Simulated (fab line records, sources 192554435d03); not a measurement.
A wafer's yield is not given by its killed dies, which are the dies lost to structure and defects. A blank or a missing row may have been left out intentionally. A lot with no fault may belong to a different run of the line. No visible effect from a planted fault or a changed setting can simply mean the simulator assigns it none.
fab line records	flow n5-finfet
[record] lots = 10	wafers = 30	last-day = 18
route steps=1938 shown MIM_TOP_ETCH@1852 MIM_BOT_LITHO@1863 PASSIVATION@1921
lots untouched by any fault: they come from a run of this same line in which no faults occurred
start-h: start of the lot's first displayed wafer, in hours after the record's first day	wait-h: how many hours have passed since the lot's step before this one	" same as the row above	L1.1+2: several wafers, shown together as one row	- no value, or no start was given	* or withheld: withheld	< > ~ a bound
route shown NAME@n: a module of which the file shows steps, and the number in the route of the first	usual: the fault-free wafers' mean and standard deviation	same: alike in all rows	chamber/n: place in a boat	sites: readings site by site	_std_site: how widely they spread, as a standard deviation	_edge_site: inner sites' mean taken away from outer sites' mean	radius-mm: how far each site lies from the wafer's centre	mask NAME#n: copy n	behind: the last tool/chamber to shape the wafer	hold: the reason the lot was held/the length of the hold in hours/how it ended	device: the transistor (n, p or np) that didn't switch	end of line: the same wafers' tests at the end of the route	where a step has no rows: the recipe by itself	killed: dies that structure and defects cost at the first sort, which is not the same as the wafer's yield	map: shows each die of a wafer: x if killed, . if not, _ if none is there
set.NAME: setting as actually run; set.NAME@STEP: the setting as run at that earlier step	model.NAME: the simulator's own value behind a step, which no gauge read
one table for each step of the route and one row for each wafer, over a sample of lots
services: from which hour (start-h, from the record's first day; less than 0 if before it) a tool's chamber was out of use, for how many hours, and why
[[steps]]
[step N5_MIM_TOP_ETCH_STRIP_01]
[recipe] chemistry = O2	power-w = 600	temp-c = 60	pressure-mtorr = 30	rf-frequency-hz = 6e+07	bias-power-w = 0	overash-fraction = 0.5	o2-flow-sccm = 225
[usual] chamber-pressure-mTorr = 30.00/0.075	drypump-motor-current-A = 5.9/0.39	oes-product-au = 0.79/0.1	rf-vpp-V = 3.6/1.5	showerhead-plenum-p-Torr = 2.12/0.084	throttle-valve-pct = 16.65/0.26
lot.wafer	tool	chamber	start-h	wait-h	chamber-pressure-mTorr	drypump-motor-current-A	oes-product-au	rf-hours-counter-h	rf-vpp-V	showerhead-plenum-p-Torr	throttle-valve-pct
L345.2	rie-diel-01	2	267.36	0.1	29.96	6.4	0.73	200	4.7	1.99	16.53
L345.5	"	0	"	"	30.14	5.5	0.80	-	4.0	2.21	16.80
L345.6	"	1	"	"	29.94	6.3	0.75	-	6.4	2.19	16.41
L349.3	rie-diel-05	2	303.47	0.2	29.88	5.6	0.93	20	5.2	2.15	16.58
L349.4	"	3	"	"	29.97	5.8	0.67	-	4.5	2.16	16.93
L349.6	"	2	"	"	29.99	5.6	0.95	-	4.7	2.15	16.58
L348.1	rie-diel-05	0	306.77	0.3	29.96	5.6	0.73	179	3.3	2.00	16.93
L348.2	"	3	"	"	30.07	5.8	0.70	229	1.7	2.16	16.90
L348.5	"	2	"	"	30.01	5.6	0.92	-	3.1	2.15	16.55
L347.3	rie-diel-05	1	311.22	0.1	30.00	6.1	1.00	0	4.2	2.23	15.99
L347.5	"	3	"	"	30.03	5.8	0.70	-	1.5	2.16	16.92
L347.6	"	0	"	"	29.95	5.6	0.72	-	2.5	2.00	17.00
L358.1	rie-diel-01	3	352.50	0.1	30.02	5.7	0.68	251	4.7	2.15	16.71
L358.3	"	2	"	"	30.03	6.4	0.70	227	5.2	1.98	16.62
L358.4	"	1	"	"	30.15	6.3	0.76	-	4.6	2.18	16.53
L357.1	rie-diel-06	1	356.73	0.1	29.93	5.8	0.78	96	4.3	2.11	16.64
L357.4	"	3	"	"	29.97	6.3	0.75	135	4.8	2.10	16.70
L357.5	"	1	"	"	29.91	5.8	0.76	-	4.7	2.11	16.62
L361.2	rie-diel-06	1	378.21	0.1	29.97	5.8	0.76	103	2.3	2.11	16.66
L361.3	"	2	"	"	29.95	6.4	0.67	249	2.7	2.08	16.83
L361.6	"	1	"	"	29.95	5.8	0.77	-	4.5	2.11	16.68
L363.1	rie-diel-01	0	384.73	0.1	30.12	5.5	0.76	135	2.0	2.20	16.84
L363.3	"	2	"	"	29.99	6.3	0.69	239	4.7	1.97	16.61
L363.6	"	2	"	"	29.99	6.4	0.69	-	1.7	1.97	16.62
L364.2	rie-diel-01	3	398.50	0.1	29.89	5.7	1.01	6	2.7	2.14	16.21
L364.3	"	1	"	"	29.97	6.3	0.73	224	2.7	2.18	16.52
L364.5	"	2	"	"	30.04	6.3	0.69	-	4.1	1.97	16.61
L367.1	rie-diel-06	2	415.69	0.2	29.96	6.3	0.98	4	3.5	2.08	16.46
L367.3	"	0	"	"	30.18	4.9	0.89	48	2.7	2.24	16.94
L367.5	"	0	"	"	29.96	4.9	0.91	-	4.4	2.24	16.94
[step N5_MIM_BOT_LITHO_OVL_MEAS_11]
[recipe] points-per-wafer = 44
[usual] MIM_BOT_OVL = -3/5.9
lot.wafer	tool	chamber	start-h	wait-h	MIM_BOT_OVL[nm]
L345.2	overlay-01	0	267.93	0.0	-5
L345.5	"	0	"	"	-1
L345.6	"	0	"	"	-4
L349.3	overlay-01	0	303.92	0.0	-17
L349.4	"	0	"	"	-14
L349.6	"	0	"	"	-13
L348.1	overlay-01	0	307.22	0.0	-8
L348.2	"	0	"	"	-11
L348.5	"	0	"	"	-9
L347.3	overlay-01	0	311.72	0.0	-12
L347.5	"	0	"	"	-6
L347.6	"	0	"	"	-1
L358.1	overlay-01	0	353.08	0.0	-1
L358.3	"	0	"	"	-4
L358.4	"	0	"	"	3
L357.1	overlay-01	0	357.30	0.0	-6
L357.4	"	0	"	"	2
L357.5	"	0	"	"	2
L361.2	overlay-01	0	378.66	0.0	-4
L361.3	"	0	"	"	-2
L361.6	"	0	"	"	-5
L363.1	overlay-01	0	385.20	0.0	-3
L363.3	"	0	"	"	-9
L363.6	"	0	"	"	-5
L364.2	overlay-02	0	399.08	0.0	-2
L364.3	"	0	"	"	-3
L364.5	"	0	"	"	-3
L367.1	overlay-02	0	416.15	0.0	-6
L367.3	"	0	"	"	10
L367.5	"	0	"	"	6
[step N5_PASSIVATION_EXPOSE_41]
[recipe] mask-id = PASS_OPEN	na = 0.55	defocus-nm = 0	source-shape = conventional	sigma-outer = 0.8	polarization = unpolarized	target-cd-nm = 40000	dose-mj = 57.25
[usual] exposure-dose-mJ-cm2 = 57.25/0.062
lot.wafer	tool	chamber	start-h	wait-h	mask	exposure-dose-mJ-cm2
L345.2	krf-scanner-02	0	274.24	-	PASS_OPEN#0	57.18
L345.5	"	0	"	"	PASS_OPEN#0	57.21
L345.6	"	0	"	"	PASS_OPEN#0	57.20
L349.3	krf-scanner-02	0	309.75	-	PASS_OPEN#0	57.22
L349.4	"	0	"	"	PASS_OPEN#0	57.25
L349.6	"	0	"	"	PASS_OPEN#0	57.31
L348.1	krf-scanner-02	0	313.32	-	PASS_OPEN#0	57.16
L348.2	"	0	"	"	PASS_OPEN#0	57.25
L348.5	"	0	"	"	PASS_OPEN#0	57.19
L347.3	krf-scanner-01	0	317.43	-	PASS_OPEN#0	57.22
L347.5	"	0	"	"	PASS_OPEN#0	57.22
L347.6	"	0	"	"	PASS_OPEN#0	57.26
L358.1	krf-scanner-02	0	363.14	-	PASS_OPEN#0	54.88
L358.3	"	0	"	"	PASS_OPEN#0	54.99
L358.4	"	0	"	"	PASS_OPEN#0	54.88
L357.1	krf-scanner-02	0	365.68	-	PASS_OPEN#0	55.00
L357.4	"	0	"	"	PASS_OPEN#0	54.95
L357.5	"	0	"	"	PASS_OPEN#0	54.87
L361.2	krf-scanner-01	0	383.62	-	PASS_OPEN#0	57.23
L361.3	"	0	"	"	PASS_OPEN#0	57.34
L361.6	"	0	"	"	PASS_OPEN#0	57.31
L363.1	krf-scanner-01	0	391.89	-	PASS_OPEN#0	57.24
L363.3	"	0	"	"	PASS_OPEN#0	57.35
L363.6	"	0	"	"	PASS_OPEN#0	57.31
L364.2	krf-scanner-01	0	406.18	-	PASS_OPEN#0	57.32
L364.3	"	0	"	"	PASS_OPEN#0	57.22
L364.5	"	0	"	"	PASS_OPEN#0	57.19
L367.1	krf-scanner-01	0	421.35	-	PASS_OPEN#0	57.22
L367.3	"	0	"	"	PASS_OPEN#0	57.08
L367.5	"	0	"	"	PASS_OPEN#0	57.18
[step N5_PASSIVATION_CD_MEAS_44]
[recipe] target-cd-nm = 40000	landing-energy-ev = 500	detector = se-inlens
[usual] cd-nm = 40000/3.9
lot.wafer	tool	chamber	start-h	wait-h	cd-nm
L345.2	cd-sem-02	0	274.41	-	40000
L345.5	"	0	"	"	40000
L345.6	"	0	"	"	39996
L349.3	cd-sem-02	0	309.92	-	39997
L349.4	"	0	"	"	39998
L349.6	"	0	"	"	39995
L348.1	cd-sem-01	0	313.50	-	40001
L348.2	"	0	"	"	40002
L348.5	"	0	"	"	40003
L347.3	cd-sem-02	0	317.60	-	40000
L347.5	"	0	"	"	40004
L347.6	"	0	"	"	39995
L358.1	cd-sem-01	0	363.32	-	39981
L358.3	"	0	"	"	39982
L358.4	"	0	"	"	39985
L357.1	cd-sem-02	0	365.86	-	39988
L357.4	"	0	"	"	39980
L357.5	"	0	"	"	39986
L361.2	cd-sem-02	0	383.79	-	40001
L361.3	"	0	"	"	40002
L361.6	"	0	"	"	40006
L363.1	cd-sem-03	0	392.08	-	39997
L363.3	"	0	"	"	40000
L363.6	"	0	"	"	39994
L364.2	cd-sem-02	0	406.35	-	40000
L364.3	"	0	"	"	40005
L364.5	"	0	"	"	40002
L367.1	cd-sem-01	0	421.53	-	40001
L367.3	"	0	"	"	39994
L367.5	"	0	"	"	39997
[step N5_PASSIVATION_DESCUM_46]
[recipe] chemistry = O2	time-s = 7.9	source-power-w = 50	bias-power-w = 20	pressure-mtorr = 20	rf-frequency-hz = 2.712e+07	temp-c = 40	o2-flow-sccm = 225
[usual] chamber-pressure-mTorr = 20.001/0.018	drypump-motor-current-A = 5.8/0.48	oes-product-au = 0.84/0.086	rf-vpp-V = 243.7/1.2	showerhead-plenum-p-Torr = 2.13/0.066	throttle-valve-pct = 20.32/0.2
lot.wafer	tool	chamber	start-h	wait-h	chamber-pressure-mTorr	drypump-motor-current-A	oes-product-au	rf-hours-counter-h	rf-vpp-V	showerhead-plenum-p-Torr	throttle-valve-pct
L345.2	rie-diel-04	1	274.50	0.0	19.963	6.3	0.91	27	241.2	2.05	20.17
L345.5	"	3	"	"	20.012	6.4	0.84	-	242.6	2.12	20.51
L345.6	"	0	"	"	19.996	6.7	0.88	-	244.5	2.23	20.49
L349.3	rie-diel-04	0	310.11	0.1	19.987	6.7	0.86	47	244.7	2.22	20.51
L349.4	"	3	"	"	19.994	6.4	0.83	86	244.2	2.12	20.54
L349.6	"	3	"	"	20.028	6.4	0.83	-	244.9	2.12	20.54
L348.1	rie-diel-03	2	313.86	0.3	20.026	5.4	0.75	147	243.1	2.09	20.28
L348.2	"	1	"	"	20.019	5.3	0.79	118	242.9	2.11	20.27
L348.5	"	0	"	"	19.990	5.6	0.70	-	244.0	2.05	20.30
L347.3	rie-diel-02	3	317.73	0.1	19.975	5.6	0.69	231	242.6	2.07	20.49
L347.5	"	3	"	"	20.017	5.6	0.69	-	242.8	2.07	20.47
L347.6	"	1	"	"	19.985	6.2	0.93	-	242.3	2.13	19.96
L358.1	rie-diel-02	3	363.58	0.2	19.977	5.6	0.67	249	241.5	2.06	20.51
L358.3	"	1	"	"	19.989	6.2	0.89	29	244.6	2.12	19.99
L358.4	"	1	"	"	19.994	6.2	0.88	-	244.5	2.12	20.01
L357.1	rie-diel-03	2	365.95	0.0	20.023	5.4	0.73	166	243.7	2.08	20.29
L357.4	"	1	"	"	20.020	5.3	0.77	-	242.1	2.10	20.32
L357.5	"	3	"	"	20.001	5.7	0.83	-	245.3	2.21	20.35
L361.2	rie-diel-03	2	384.32	0.5	19.988	5.5	0.72	174	243.7	2.08	20.31
L361.3	"	3	"	"	20.023	5.7	0.82	74	243.7	2.21	20.38
L361.6	"	0	"	"	19.953	5.6	0.93	-	242.8	2.04	19.84
L363.1	rie-diel-03	0	392.16	0.0	19.981	5.6	0.93	9	242.5	2.04	19.85
L363.3	"	2	"	"	19.973	5.4	0.72	177	242.3	2.08	20.32
L363.6	"	2	"	"	19.992	5.4	0.73	-	241.2	2.08	20.32
L364.2	rie-diel-03	0	406.44	0.0	19.972	5.6	0.92	14	241.8	2.04	19.87
L364.3	"	3	"	"	20.003	5.7	0.83	81	244.8	2.21	20.40
L364.5	"	3	"	"	19.967	5.7	0.82	-	244.0	2.21	20.39
L367.1	rie-diel-02	2	421.78	0.2	19.996	5.3	0.88	59	243.5	2.14	20.60
L367.3	"	1	"	"	20.010	6.2	0.87	52	244.3	2.11	20.03
L367.5	"	3	"	"	20.022	5.6	0.95	-	243.0	2.05	20.18
[[services]]
tool	chamber	start-h	hours	kind
rie-diel-01	-	243.61	0.2	repair
rie-diel-03	0	259.75	6.6	repair
rie-diel-02	0	261.10	2.4	repair
krf-scanner-02	-	263.90	0.3	repair
krf-scanner-02	-	267.31	1.0	pm
rie-diel-06	0	271.64	2.8	repair
krf-scanner-01	-	289.42	0.8	pm
rie-diel-05	2	296.80	2.9	repair
krf-scanner-01	-	307.48	0.3	repair
rie-diel-03	0	310.73	1.4	repair
krf-scanner-02	-	313.89	0.8	pm
krf-scanner-02	-	315.03	3.6	pm
rie-diel-06	3	316.56	4.0	repair
rie-diel-03	2	316.71	5.3	repair
krf-scanner-02	-	324.92	1.3	pm
rie-diel-06	-	325.45	14.6	pm
rie-diel-01	-	336.07	0.2	repair
krf-scanner-01	-	336.94	3.6	pm
rie-diel-02	-	344.12	2.0	repair
rie-diel-01	0	347.03	9.4	repair
krf-scanner-02	-	398.57	1.3	repair
krf-scanner-01	-	407.50	1.0	pm
rie-diel-03	1	415.24	4.9	repair
krf-scanner-01	-	418.27	1.3	pm
[[key]]
[first-sign] step = N5_PASSIVATION_EXPOSE_41	reading = exposure-dose-mJ-cm2	direction = down	sigmas = 37	usual = 57.25	struck = 54.93
[effect] step = N5_PASSIVATION_CD_MEAS_44	reading = cd-nm	direction = down	sigmas = 4.1	usual = 40000	struck = 39984
met-at N5_PASSIVATION_EXPOSE_41
struck-lots L357,L358
not-acting-at N5_MIM_TOP_ETCH_STRIP_01,N5_MIM_BOT_LITHO_OVL_MEAS_11,N5_PASSIVATION_DESCUM_46
onset-between 313.32 363.14
[fault] kind = process-parameter-drift	tool = krf-scanner-02	chamber = -	onset-h = 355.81	steps = N5_PASSIVATION_EXPOSE_41	channel = dose-mj	offset = -2.3965	shape = step	acts-in = these-recipes-only	stated = 57.25
